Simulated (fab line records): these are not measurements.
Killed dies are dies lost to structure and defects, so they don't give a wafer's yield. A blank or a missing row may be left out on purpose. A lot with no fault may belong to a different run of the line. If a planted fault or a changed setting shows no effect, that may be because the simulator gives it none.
A struck lot beside a sound one	flow nand_harc	15 steps out of a route of 1159
Sound: wafers L242.1, L242.5, L242.6. Struck: wafers L244.1, L244.3, L244.5. Last of all comes the cause.
At each step with rows: each side's tool, then ch and its chambers, then its first start. Under that, the readings that differ: sound wafers	struck wafers	difference of the means	sigmas: that difference in standard deviations of wafers without a fault.
alike: same words and numbers on both sides, and readings whose means sit less than 2 such deviations apart. not compared: any withheld reading, any reading some wafer has no value for, any bound like >300 that may hide the same value, and any number with overlapping values for which the record gives no deviation.
The two part at a step that has a row with sigmas, a row that says differs or no value, or rows on one side only. Non-overlapping numbers with no deviation appear without sigmas and do not part them. A reading missing from all wafers of one side parts the sides only when that side holds two or more wafers.

first, 9 steps without rows for these wafers: NHARC_P_ZERO_WELL_STRIP_28 (strips in SPM, time 840 s); NHARC_P_ZERO_WELL_DEHYDRATE_29 (time 120 s); NHARC_P_ZERO_WELL_HMDS_30 (time 30 s); NHARC_P_ZERO_WELL_COAT_31; NHARC_P_ZERO_WELL_SOFTBAKE_32 (time 95 s); NHARC_P_ZERO_WELL_EBR_33; NHARC_P_ZERO_WELL_EXPOSE_34 (exposes mask P PWELL, target cd 720 nm); NHARC_P_ZERO_WELL_PEB_35 (peb time 85 s); NHARC_P_ZERO_WELL_DEVELOP_36 (time 70 s).
NHARC_P_ZERO_WELL_CD_MEAS_37 targets a cd of 720 nm.
  sound on cd_sem-01 ch 0, day 3 21:52; struck on cd_sem-02 ch 0, day 4 10:05
  alike: cd_nm
then, 1 step without rows for these wafers: NHARC_P_ZERO_WELL_HARDBAKE_38 (time 80 s).
NHARC_P_ZERO_WELL_DESCUM_39: chemistry O2, time 3 s.
  sound on rie_diel-09 ch 1,2,3, day 3 22:03; struck on rie_diel-07 ch 0,2, day 4 10:16
  alike: chamber_pressure_mTorr, drypump_motor_current_A, oes_product_au, rf_vpp_V, showerhead_plenum_p_Torr, throttle_valve_pct
  not compared: rf_hours_counter_h
NHARC_P_ZERO_WELL_IMPLANT_40:
  sound on implanter-01 ch 0, day 3 22:10; struck on implanter-02 ch 0, day 4 10:24
reading	sound	struck	difference	sigmas
dose_ions_cm2	1.0002e+13 1.0015e+13 1.0011e+13	1.6991e+13 1.6996e+13 1.7007e+13	+6.9887e+12	+99 or more
faraday_current_uA	129.5 129.8 122.4	219.3 215.9 218.7	+90.7	+34
after that, 1 step had no rows for these wafers: NHARC_P_ZERO_WELL_IMPLANT_59.
-- jump in the record: it breaks off in module P_ZERO_WELL and resumes in module END (first step shown: number 1159 of the route), and 18 days separate the struck wafers' starts before and after --
NHARC_END_SORT_01:
  the record has rows for the struck wafers here (prober-01 ch 0, day 22 10:35) and none for the sound ones

WHERE THEY PART
At NHARC_P_ZERO_WELL_IMPLANT_40 first; at NHARC_END_SORT_01 last (within this record only).

WHY: what the simulator had put in
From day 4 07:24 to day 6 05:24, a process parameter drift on implanter-02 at NHARC_P_ZERO_WELL_IMPLANT_40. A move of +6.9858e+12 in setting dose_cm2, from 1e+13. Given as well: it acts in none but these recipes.
